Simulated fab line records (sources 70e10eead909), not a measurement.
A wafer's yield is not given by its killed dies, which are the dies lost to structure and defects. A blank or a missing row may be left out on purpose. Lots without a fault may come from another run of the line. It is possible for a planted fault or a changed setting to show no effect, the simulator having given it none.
fab line records / flow nand_harc
record lots=10 wafers=30 last_day=33
route steps=1302 shown A_BONDPAD@1232 HYBRID_BOND@1243 THIN_TSV@1244 END@1302
lots with no fault: from the same line, run without faults
start_h: hours from the record's first day to the start of the lot's first wafer shown / wait_h: time in hours since the lot's previous step / " identical to the entry in the row above / L1.1+2: several wafers, shown together as one row / - no value, or no start given / * or withheld: withheld / < > ~ a bound
route shown NAME@n: names a module that has steps shown in the file, with the first one's number in the route / usual: the fault-free wafers' mean and standard deviation / same: alike in all rows / chamber/n: place in a boat / sites: each site's reading / _std_site: standard deviation of those values / _edge_site: outer sites' mean less inner sites' / radius_mm: how far each site lies from the wafer's centre / mask NAME#n: copy n / behind: the tool/chamber that last shaped the wafer / hold: reason for holding the lot/hours on hold/outcome of the hold / device: whichever transistor did not switch (one of n, p or np) / end of line: the route-end tests of the same wafers / a step with no rows: only its recipe / killed: not the wafer's yield, but the dies lost to structure and defects at the first sort / map: the dies of a wafer, with x for killed, . for not killed, _ for no die there
set.NAME: the setting that was run; set.NAME@STEP: the one run at that earlier step / model.NAME: the simulator's own value behind a step, which no gauge read
a sample of lots followed through the steps of the route, with each step as a table and each wafer as a row
services: the hour from which a tool's chamber was out of use, counted from the record's first day as start_h (under 0 if before that day), plus the number of hours and why
## steps
# step NHARC_A_BONDPAD_THK_MEAS_20
# recipe thk_meas_gauge=xrf
# usual thk_nm=169.8/1.5
lot.wafer=L624.1 tool=film_metro-01 chamber=- start_h=530.37 wait_h=- thk_nm=170.6
lot.wafer=L624.2 tool=film_metro-01 chamber=- start_h=530.37 wait_h=- thk_nm=171.9
lot.wafer=L624.5 tool=film_metro-01 chamber=- start_h=530.37 wait_h=- thk_nm=168.7
lot.wafer=L627.2 tool=film_metro-02 chamber=- start_h=545.89 wait_h=- thk_nm=171.3
lot.wafer=L627.3 tool=film_metro-02 chamber=- start_h=545.89 wait_h=- thk_nm=169.8
lot.wafer=L627.5 tool=film_metro-02 chamber=- start_h=545.89 wait_h=- thk_nm=170.8
lot.wafer=L626.3 tool=film_metro-02 chamber=- start_h=549.36 wait_h=- thk_nm=171.8
lot.wafer=L626.4 tool=film_metro-02 chamber=- start_h=549.36 wait_h=- thk_nm=167.9
lot.wafer=L626.5 tool=film_metro-02 chamber=- start_h=549.36 wait_h=- thk_nm=169.9
lot.wafer=L625.2 tool=film_metro-02 chamber=- start_h=553.47 wait_h=- thk_nm=172.6
lot.wafer=L625.4 tool=film_metro-02 chamber=- start_h=553.47 wait_h=- thk_nm=171.8
lot.wafer=L625.5 tool=film_metro-02 chamber=- start_h=553.47 wait_h=- thk_nm=170.6
lot.wafer=L636.3 tool=film_metro-02 chamber=- start_h=657.33 wait_h=- thk_nm=168.2
lot.wafer=L636.4 tool=film_metro-02 chamber=- start_h=657.33 wait_h=- thk_nm=168.6
lot.wafer=L636.6 tool=film_metro-02 chamber=- start_h=657.33 wait_h=- thk_nm=169.0
lot.wafer=L643.3 tool=film_metro-01 chamber=- start_h=720.81 wait_h=- thk_nm=170.5
lot.wafer=L643.4 tool=film_metro-01 chamber=- start_h=720.81 wait_h=- thk_nm=167.4
lot.wafer=L643.5 tool=film_metro-01 chamber=- start_h=720.81 wait_h=- thk_nm=173.5
lot.wafer=L644.1 tool=film_metro-02 chamber=- start_h=726.13 wait_h=- thk_nm=169.8
lot.wafer=L644.2 tool=film_metro-02 chamber=- start_h=726.13 wait_h=- thk_nm=168.3
lot.wafer=L644.5 tool=film_metro-02 chamber=- start_h=726.13 wait_h=- thk_nm=171.2
lot.wafer=L645.2 tool=film_metro-01 chamber=- start_h=735.70 wait_h=- thk_nm=170.5
lot.wafer=L645.3 tool=film_metro-01 chamber=- start_h=735.70 wait_h=- thk_nm=170.1
lot.wafer=L645.5 tool=film_metro-01 chamber=- start_h=735.70 wait_h=- thk_nm=172.6
lot.wafer=L647.3 tool=film_metro-02 chamber=- start_h=766.03 wait_h=- thk_nm=170.0
lot.wafer=L647.4 tool=film_metro-02 chamber=- start_h=766.03 wait_h=- thk_nm=169.0
lot.wafer=L647.6 tool=film_metro-02 chamber=- start_h=766.03 wait_h=- thk_nm=170.1
lot.wafer=L646.3 tool=film_metro-01 chamber=- start_h=767.32 wait_h=- thk_nm=169.0
lot.wafer=L646.5 tool=film_metro-01 chamber=- start_h=767.32 wait_h=- thk_nm=167.8
lot.wafer=L646.6 tool=film_metro-01 chamber=- start_h=767.32 wait_h=- thk_nm=167.2
# step NHARC_HYBRID_BOND_INSPECT_06
# recipe inspect_instrument=ir_void
# usual raw_defect_count=97/38
lot.wafer=L624.1 tool=defect_inspect-02 chamber=- start_h=541.89 wait_h=0.0 raw_defect_count=105
lot.wafer=L624.2 tool=defect_inspect-02 chamber=- start_h=541.89 wait_h=0.0 raw_defect_count=129
lot.wafer=L624.5 tool=defect_inspect-02 chamber=- start_h=541.89 wait_h=0.0 raw_defect_count=127
lot.wafer=L627.2 tool=defect_inspect-02 chamber=- start_h=559.72 wait_h=0.1 raw_defect_count=32
lot.wafer=L627.3 tool=defect_inspect-02 chamber=- start_h=559.72 wait_h=0.1 raw_defect_count=29
lot.wafer=L627.5 tool=defect_inspect-02 chamber=- start_h=559.72 wait_h=0.1 raw_defect_count=32
lot.wafer=L626.3 tool=defect_inspect-01 chamber=- start_h=559.72 wait_h=0.1 raw_defect_count=107
lot.wafer=L626.4 tool=defect_inspect-01 chamber=- start_h=559.72 wait_h=0.1 raw_defect_count=106
lot.wafer=L626.5 tool=defect_inspect-01 chamber=- start_h=559.72 wait_h=0.1 raw_defect_count=114
lot.wafer=L625.2 tool=defect_inspect-02 chamber=- start_h=564.06 wait_h=0.1 raw_defect_count=102
lot.wafer=L625.4 tool=defect_inspect-02 chamber=- start_h=564.06 wait_h=0.1 raw_defect_count=105
lot.wafer=L625.5 tool=defect_inspect-02 chamber=- start_h=564.06 wait_h=0.1 raw_defect_count=98
lot.wafer=L636.3 tool=defect_inspect-02 chamber=- start_h=667.05 wait_h=0.1 raw_defect_count=70
lot.wafer=L636.4 tool=defect_inspect-02 chamber=- start_h=667.05 wait_h=0.1 raw_defect_count=80
lot.wafer=L636.6 tool=defect_inspect-02 chamber=- start_h=667.05 wait_h=0.1 raw_defect_count=81
lot.wafer=L643.3 tool=defect_inspect-01 chamber=- start_h=731.21 wait_h=0.1 raw_defect_count=188
lot.wafer=L643.4 tool=defect_inspect-01 chamber=- start_h=731.21 wait_h=0.1 raw_defect_count=142
lot.wafer=L643.5 tool=defect_inspect-01 chamber=- start_h=731.21 wait_h=0.1 raw_defect_count=156
lot.wafer=L644.1 tool=defect_inspect-02 chamber=- start_h=736.96 wait_h=0.0 raw_defect_count=144
lot.wafer=L644.2 tool=defect_inspect-02 chamber=- start_h=736.96 wait_h=0.0 raw_defect_count=124
lot.wafer=L644.5 tool=defect_inspect-02 chamber=- start_h=736.96 wait_h=0.0 raw_defect_count=131
lot.wafer=L645.2 tool=defect_inspect-01 chamber=- start_h=753.05 wait_h=0.1 raw_defect_count=37
lot.wafer=L645.3 tool=defect_inspect-01 chamber=- start_h=753.05 wait_h=0.1 raw_defect_count=51
lot.wafer=L645.5 tool=defect_inspect-01 chamber=- start_h=753.05 wait_h=0.1 raw_defect_count=41
lot.wafer=L646.3 tool=defect_inspect-02 chamber=- start_h=776.19 wait_h=0.1 raw_defect_count=118
lot.wafer=L646.5 tool=defect_inspect-02 chamber=- start_h=776.19 wait_h=0.1 raw_defect_count=107
lot.wafer=L646.6 tool=defect_inspect-02 chamber=- start_h=776.19 wait_h=0.1 raw_defect_count=99
lot.wafer=L647.3 tool=defect_inspect-01 chamber=- start_h=776.19 wait_h=0.1 raw_defect_count=58
lot.wafer=L647.4 tool=defect_inspect-01 chamber=- start_h=776.19 wait_h=0.1 raw_defect_count=67
lot.wafer=L647.6 tool=defect_inspect-01 chamber=- start_h=776.19 wait_h=0.1 raw_defect_count=69
# step NHARC_THIN_TSV_GRIND_00
# recipe target_thk_um=6
# usual motor_current_A=12.003/0.021
lot.wafer=L624.1 tool=grinder-01 chamber=0 start_h=542.04 wait_h=0.1 motor_current_A=12.010
lot.wafer=L624.2 tool=grinder-01 chamber=0 start_h=542.04 wait_h=0.1 motor_current_A=12.012
lot.wafer=L624.5 tool=grinder-01 chamber=0 start_h=542.04 wait_h=0.1 motor_current_A=12.004
lot.wafer=L626.3 tool=grinder-01 chamber=0 start_h=560.28 wait_h=0.6 motor_current_A=12.058
lot.wafer=L626.4 tool=grinder-01 chamber=0 start_h=560.28 wait_h=0.6 motor_current_A=11.997
lot.wafer=L626.5 tool=grinder-01 chamber=0 start_h=560.28 wait_h=0.6 motor_current_A=12.006
lot.wafer=L627.2 tool=grinder-01 chamber=0 start_h=561.28 wait_h=1.6 motor_current_A=12.004
lot.wafer=L627.3 tool=grinder-01 chamber=0 start_h=561.28 wait_h=1.6 motor_current_A=11.962
lot.wafer=L627.5 tool=grinder-01 chamber=0 start_h=561.28 wait_h=1.6 motor_current_A=12.002
lot.wafer=L625.2 tool=grinder-01 chamber=0 start_h=564.41 wait_h=0.3 motor_current_A=11.975
lot.wafer=L625.4 tool=grinder-01 chamber=0 start_h=564.41 wait_h=0.3 motor_current_A=12.002
lot.wafer=L625.5 tool=grinder-01 chamber=0 start_h=564.41 wait_h=0.3 motor_current_A=11.988
lot.wafer=L636.3 tool=grinder-01 chamber=0 start_h=667.59 wait_h=0.5 motor_current_A=12.040
lot.wafer=L636.4 tool=grinder-01 chamber=0 start_h=667.59 wait_h=0.5 motor_current_A=12.018
lot.wafer=L636.6 tool=grinder-01 chamber=0 start_h=667.59 wait_h=0.5 motor_current_A=12.027
lot.wafer=L643.3 tool=grinder-01 chamber=0 start_h=731.75 wait_h=0.5 motor_current_A=12.021
lot.wafer=L643.4 tool=grinder-01 chamber=0 start_h=731.75 wait_h=0.5 motor_current_A=11.997
lot.wafer=L643.5 tool=grinder-01 chamber=0 start_h=731.75 wait_h=0.5 motor_current_A=11.996
lot.wafer=L644.1 tool=grinder-01 chamber=0 start_h=744.00 wait_h=7.0 motor_current_A=11.992
lot.wafer=L644.2 tool=grinder-01 chamber=0 start_h=744.00 wait_h=7.0 motor_current_A=12.027
lot.wafer=L644.5 tool=grinder-01 chamber=0 start_h=744.00 wait_h=7.0 motor_current_A=11.962
lot.wafer=L645.2 tool=grinder-01 chamber=0 start_h=753.40 wait_h=0.3 motor_current_A=12.015
lot.wafer=L645.3 tool=grinder-01 chamber=0 start_h=753.40 wait_h=0.3 motor_current_A=11.984
lot.wafer=L645.5 tool=grinder-01 chamber=0 start_h=753.40 wait_h=0.3 motor_current_A=11.993
lot.wafer=L646.3 tool=grinder-01 chamber=0 start_h=776.74 wait_h=0.5 motor_current_A=12.013
lot.wafer=L646.5 tool=grinder-01 chamber=0 start_h=776.74 wait_h=0.5 motor_current_A=11.939
lot.wafer=L646.6 tool=grinder-01 chamber=0 start_h=776.74 wait_h=0.5 motor_current_A=11.982
lot.wafer=L647.3 tool=grinder-01 chamber=0 start_h=777.94 wait_h=1.7 motor_current_A=11.979
lot.wafer=L647.4 tool=grinder-01 chamber=0 start_h=777.94 wait_h=1.7 motor_current_A=12.008
lot.wafer=L647.6 tool=grinder-01 chamber=0 start_h=777.94 wait_h=1.7 motor_current_A=12.019
# step NHARC_THIN_TSV_CMP_01
# recipe target_thk_um=3
# usual motor_current_A=11.7/1.6 retaining_ring_pressure_frac=1.001/0.0051
lot.wafer=L624.2 tool=cmp-04 chamber=0 start_h=543.26 wait_h=0.8 motor_current_A=10.7 retaining_ring_pressure_frac=1.003
lot.wafer=L624.1 tool=cmp-04 chamber=3 start_h=543.26 wait_h=0.8 motor_current_A=13.6 retaining_ring_pressure_frac=1.004
lot.wafer=L624.5 tool=cmp-04 chamber=0 start_h=543.26 wait_h=0.8 motor_current_A=10.3 retaining_ring_pressure_frac=0.996
lot.wafer=L626.4 tool=cmp-04 chamber=2 start_h=561.10 wait_h=0.4 motor_current_A=9.6 retaining_ring_pressure_frac=1.002
lot.wafer=L626.3 tool=cmp-04 chamber=3 start_h=561.10 wait_h=0.4 motor_current_A=13.4 retaining_ring_pressure_frac=1.002
lot.wafer=L626.5 tool=cmp-04 chamber=3 start_h=561.10 wait_h=0.4 motor_current_A=14.2 retaining_ring_pressure_frac=1.001
lot.wafer=L627.3 tool=cmp-02 chamber=1 start_h=562.29 wait_h=0.6 motor_current_A=10.5 retaining_ring_pressure_frac=0.993
lot.wafer=L627.2 tool=cmp-02 chamber=3 start_h=562.29 wait_h=0.6 motor_current_A=14.2 retaining_ring_pressure_frac=1.004
lot.wafer=L627.5 tool=cmp-02 chamber=2 start_h=562.29 wait_h=0.6 motor_current_A=13.0 retaining_ring_pressure_frac=1.000
lot.wafer=L625.4 tool=cmp-02 chamber=2 start_h=565.49 wait_h=0.5 motor_current_A=14.5 retaining_ring_pressure_frac=1.004
lot.wafer=L625.2 tool=cmp-02 chamber=3 start_h=565.49 wait_h=0.5 motor_current_A=13.9 retaining_ring_pressure_frac=0.994
lot.wafer=L625.5 tool=cmp-02 chamber=1 start_h=565.49 wait_h=0.5 motor_current_A=9.9 retaining_ring_pressure_frac=1.004
lot.wafer=L636.4 tool=cmp-02 chamber=2 start_h=668.42 wait_h=0.4 motor_current_A=13.8 retaining_ring_pressure_frac=0.991
lot.wafer=L636.3 tool=cmp-02 chamber=0 start_h=668.42 wait_h=0.4 motor_current_A=10.7 retaining_ring_pressure_frac=0.999
lot.wafer=L636.6 tool=cmp-02 chamber=1 start_h=668.42 wait_h=0.4 motor_current_A=10.2 retaining_ring_pressure_frac=1.005
lot.wafer=L643.3 tool=cmp-04 chamber=2 start_h=732.63 wait_h=0.7 motor_current_A=10.1 retaining_ring_pressure_frac=1.004
lot.wafer=L643.4 tool=cmp-04 chamber=3 start_h=732.63 wait_h=0.7 motor_current_A=14.5 retaining_ring_pressure_frac=1.000
lot.wafer=L643.5 tool=cmp-04 chamber=1 start_h=732.63 wait_h=0.7 motor_current_A=11.6 retaining_ring_pressure_frac=1.007
lot.wafer=L644.1 tool=cmp-04 chamber=2 start_h=745.26 wait_h=1.1 motor_current_A=8.9 retaining_ring_pressure_frac=0.993
lot.wafer=L644.2 tool=cmp-04 chamber=3 start_h=745.26 wait_h=1.1 motor_current_A=13.3 retaining_ring_pressure_frac=1.003
lot.wafer=L644.5 tool=cmp-04 chamber=2 start_h=745.26 wait_h=1.1 motor_current_A=9.2 retaining_ring_pressure_frac=0.992
lot.wafer=L645.2 tool=cmp-04 chamber=2 start_h=754.43 wait_h=0.8 motor_current_A=9.9 retaining_ring_pressure_frac=0.999
lot.wafer=L645.3 tool=cmp-04 chamber=1 start_h=754.43 wait_h=0.8 motor_current_A=11.1 retaining_ring_pressure_frac=1.006
lot.wafer=L645.5 tool=cmp-04 chamber=3 start_h=754.43 wait_h=0.8 motor_current_A=12.6 retaining_ring_pressure_frac=1.004
lot.wafer=L646.3 tool=cmp-03 chamber=2 start_h=777.62 wait_h=0.7 motor_current_A=11.3 retaining_ring_pressure_frac=1.000
lot.wafer=L646.6 tool=cmp-03 chamber=0 start_h=777.62 wait_h=0.7 motor_current_A=13.5 retaining_ring_pressure_frac=0.998
lot.wafer=L646.5 tool=cmp-03 chamber=1 start_h=777.62 wait_h=0.7 motor_current_A=10.9 retaining_ring_pressure_frac=1.002
lot.wafer=L647.3 tool=cmp-04 chamber=3 start_h=778.78 wait_h=0.6 motor_current_A=13.0 retaining_ring_pressure_frac=1.005
lot.wafer=L647.4 tool=cmp-04 chamber=0 start_h=778.78 wait_h=0.6 motor_current_A=10.5 retaining_ring_pressure_frac=1.000
lot.wafer=L647.6 tool=cmp-04 chamber=3 start_h=778.78 wait_h=0.6 motor_current_A=13.3 retaining_ring_pressure_frac=1.005
# step NHARC_THIN_TSV_THK_MEAS_02
# recipe thk_meas_gauge=ir
# usual thk_nm=3031/230
lot.wafer=L624.1 tool=film_metro-02 chamber=- start_h=543.53 wait_h=- thk_nm=3030
lot.wafer=L624.2 tool=film_metro-02 chamber=- start_h=543.53 wait_h=- thk_nm=2935
lot.wafer=L624.5 tool=film_metro-02 chamber=- start_h=543.53 wait_h=- thk_nm=3100
lot.wafer=L626.3 tool=film_metro-01 chamber=- start_h=561.37 wait_h=0.2 thk_nm=3134
lot.wafer=L626.4 tool=film_metro-01 chamber=- start_h=561.37 wait_h=0.2 thk_nm=2945
lot.wafer=L626.5 tool=film_metro-01 chamber=- start_h=561.37 wait_h=0.2 thk_nm=3128
lot.wafer=L627.2 tool=film_metro-02 chamber=- start_h=562.55 wait_h=- thk_nm=2891
lot.wafer=L627.3 tool=film_metro-02 chamber=- start_h=562.55 wait_h=- thk_nm=3071
lot.wafer=L627.5 tool=film_metro-02 chamber=- start_h=562.55 wait_h=- thk_nm=2875
lot.wafer=L625.2 tool=film_metro-01 chamber=- start_h=565.73 wait_h=- thk_nm=2887
lot.wafer=L625.4 tool=film_metro-01 chamber=- start_h=565.73 wait_h=- thk_nm=3257
lot.wafer=L625.5 tool=film_metro-01 chamber=- start_h=565.73 wait_h=- thk_nm=3173
lot.wafer=L636.3 tool=film_metro-01 chamber=- start_h=668.66 wait_h=- thk_nm=2
lot.wafer=L636.4 tool=film_metro-01 chamber=- start_h=668.66 wait_h=- thk_nm=2529
lot.wafer=L636.6 tool=film_metro-01 chamber=- start_h=668.66 wait_h=- thk_nm=2713
lot.wafer=L643.3 tool=film_metro-01 chamber=- start_h=732.84 wait_h=- thk_nm=3034
lot.wafer=L643.4 tool=film_metro-01 chamber=- start_h=732.84 wait_h=- thk_nm=3096
lot.wafer=L643.5 tool=film_metro-01 chamber=- start_h=732.84 wait_h=- thk_nm=3108
lot.wafer=L644.1 tool=film_metro-01 chamber=- start_h=745.50 wait_h=0.2 thk_nm=2934
lot.wafer=L644.2 tool=film_metro-01 chamber=- start_h=745.50 wait_h=0.2 thk_nm=2846
lot.wafer=L644.5 tool=film_metro-01 chamber=- start_h=745.50 wait_h=0.2 thk_nm=2661
lot.wafer=L645.2 tool=film_metro-02 chamber=- start_h=754.70 wait_h=- thk_nm=2535
lot.wafer=L645.3 tool=film_metro-02 chamber=- start_h=754.70 wait_h=- thk_nm=2997
lot.wafer=L645.5 tool=film_metro-02 chamber=- start_h=754.70 wait_h=- thk_nm=2981
lot.wafer=L646.3 tool=film_metro-01 chamber=- start_h=777.84 wait_h=- thk_nm=3075
lot.wafer=L646.5 tool=film_metro-01 chamber=- start_h=777.84 wait_h=- thk_nm=3108
lot.wafer=L646.6 tool=film_metro-01 chamber=- start_h=777.84 wait_h=- thk_nm=3277
lot.wafer=L647.3 tool=film_metro-02 chamber=- start_h=779.02 wait_h=0.2 thk_nm=3046
lot.wafer=L647.4 tool=film_metro-02 chamber=- start_h=779.02 wait_h=0.2 thk_nm=3085
lot.wafer=L647.6 tool=film_metro-02 chamber=- start_h=779.02 wait_h=0.2 thk_nm=2923
# step NHARC_END_SORT_01
# recipe temp_c=25
# usual defect_limited_yield=90.9/2.7 killed_at_array=57/19 killed_at_other=0.9/1.1 killed_at_periphery=4.0/2.6 killed_dies=62/19 killed_open=3.3/1.8 killed_short=2.4/1.7
# same gross_dies=677
lot.wafer=L636.3 tool=prober-02 chamber=0 start_h=688.43 wait_h=3.1 defect_limited_yield[%]=0 killed_at_array=53 killed_at_other=618 killed_at_periphery=6 killed_dies=677 killed_open=2 killed_short=0
lot.wafer=L636.4 tool=prober-02 chamber=0 start_h=689.23 wait_h=3.4 defect_limited_yield[%]=92.8 killed_at_array=45 killed_at_other=0 killed_at_periphery=4 killed_dies=49 killed_open=3 killed_short=0
lot.wafer=L636.6 tool=prober-02 chamber=0 start_h=690.82 wait_h=4.0 defect_limited_yield[%]=91.9 killed_at_array=45 killed_at_other=1 killed_at_periphery=9 killed_dies=55 killed_open=5 killed_short=1
# killed by level:class
L636.3 THIN_TSV:area_cmp=617 A_CHANNEL_HOLE_D1:chamber_film_flake=39 P_GATE:chamber_film_flake=6 A_STAIRCASE:chamber_film_flake=3 A_SLIT:chamber_film_flake=3 A_M0:chamber_film_flake=3 A_CHANNEL_FILL_D2:geometric_particle:open=1 A_M0:geometric_particle:open=1
L636.4 A_CHANNEL_HOLE_D1:chamber_film_flake=28 A_CONTACT:chamber_film_flake=5 A_WL_FILL:chamber_film_flake=4 P_GATE:chamber_film_flake=3 A_SLIT:chamber_film_flake=2 A_STAIRCASE:chamber_film_flake=2 A_CHANNEL_HOLE_D1:geometric_particle:open=1 A_DECK1_JOINT:geometric_particle:open=1
L636.6 A_CHANNEL_HOLE_D1:chamber_film_flake=26 P_GATE:chamber_film_flake=7 A_SLIT:chamber_film_flake=7 A_CHANNEL_HOLE_D2:chamber_film_flake=4 A_CONTACT:chamber_film_flake=3 A_ONON_D2:geometric_particle:open=2 P_GATE:geometric_particle:short=1 P_M1:geometric_particle:open=1
## services
tool=cmp-02 chamber=- start_h=528.09 hours=4.0 kind=pm
tool=cmp-02 chamber=- start_h=550.62 hours=2.5 kind=repair
tool=cmp-03 chamber=- start_h=554.13 hours=4.0 kind=pm
tool=cmp-02 chamber=- start_h=593.44 hours=0.8 kind=repair
tool=cmp-04 chamber=- start_h=601.26 hours=4.0 kind=pm
tool=cmp-04 chamber=- start_h=605.26 hours=- kind=consumable_replace:conditioner
tool=cmp-04 chamber=- start_h=605.26 hours=- kind=consumable_replace:pad
tool=grinder-01 chamber=- start_h=615.90 hours=1.1 kind=repair
tool=cmp-04 chamber=- start_h=622.82 hours=1.0 kind=repair
tool=cmp-02 chamber=- start_h=624.68 hours=2.9 kind=repair
tool=cmp-02 chamber=- start_h=627.60 hours=4.0 kind=pm
tool=cmp-03 chamber=- start_h=647.62 hours=2.3 kind=repair
tool=cmp-03 chamber=- start_h=652.13 hours=4.0 kind=pm
tool=cmp-02 chamber=- start_h=666.15 hours=0.5 kind=repair
tool=cmp-03 chamber=- start_h=685.08 hours=2.0 kind=repair
tool=cmp-02 chamber=- start_h=695.51 hours=0.7 kind=repair
tool=cmp-04 chamber=- start_h=699.33 hours=4.0 kind=pm
tool=cmp-04 chamber=- start_h=703.33 hours=- kind=consumable_replace:conditioner
tool=cmp-04 chamber=- start_h=703.33 hours=- kind=consumable_replace:pad
tool=grinder-01 chamber=- start_h=711.39 hours=0.4 kind=repair
tool=cmp-02 chamber=- start_h=725.60 hours=4.0 kind=pm
tool=grinder-01 chamber=- start_h=736.00 hours=8.0 kind=pm
tool=cmp-03 chamber=- start_h=750.22 hours=4.0 kind=pm
tool=cmp-02 chamber=- start_h=750.72 hours=0.2 kind=repair
## key
first_sign step=NHARC_THIN_TSV_THK_MEAS_02 reading=thk_nm direction=down sigmas=13 usual=3031 struck=2
effect step=NHARC_END_SORT_01 reading=killed_at_other direction=up sigmas=99+ usual=0.9 struck=618
more_kills_born_at NHARC_THIN_TSV_CMP_01@cmp-02=617
met_at NHARC_THIN_TSV_GRIND_00
struck_lots L636
struck_wafers L636.3
later_rows_left_out L636.3
not_acting_at NHARC_A_BONDPAD_THK_MEAS_20,NHARC_HYBRID_BOND_INSPECT_06,NHARC_THIN_TSV_CMP_01
onset_between 564.41 667.59
fault kind=process_parameter_drift tool=grinder-01 chamber=- onset_h=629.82 steps=NHARC_THIN_TSV_GRIND_00 channel=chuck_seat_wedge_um offset=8 shape=step end_h=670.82 scope=struck_wafers_only
# later_rows_left_out: the simulator's readings of these wafers behind a module that went badly wrong aren't trusted and aren't shown, but for the sort
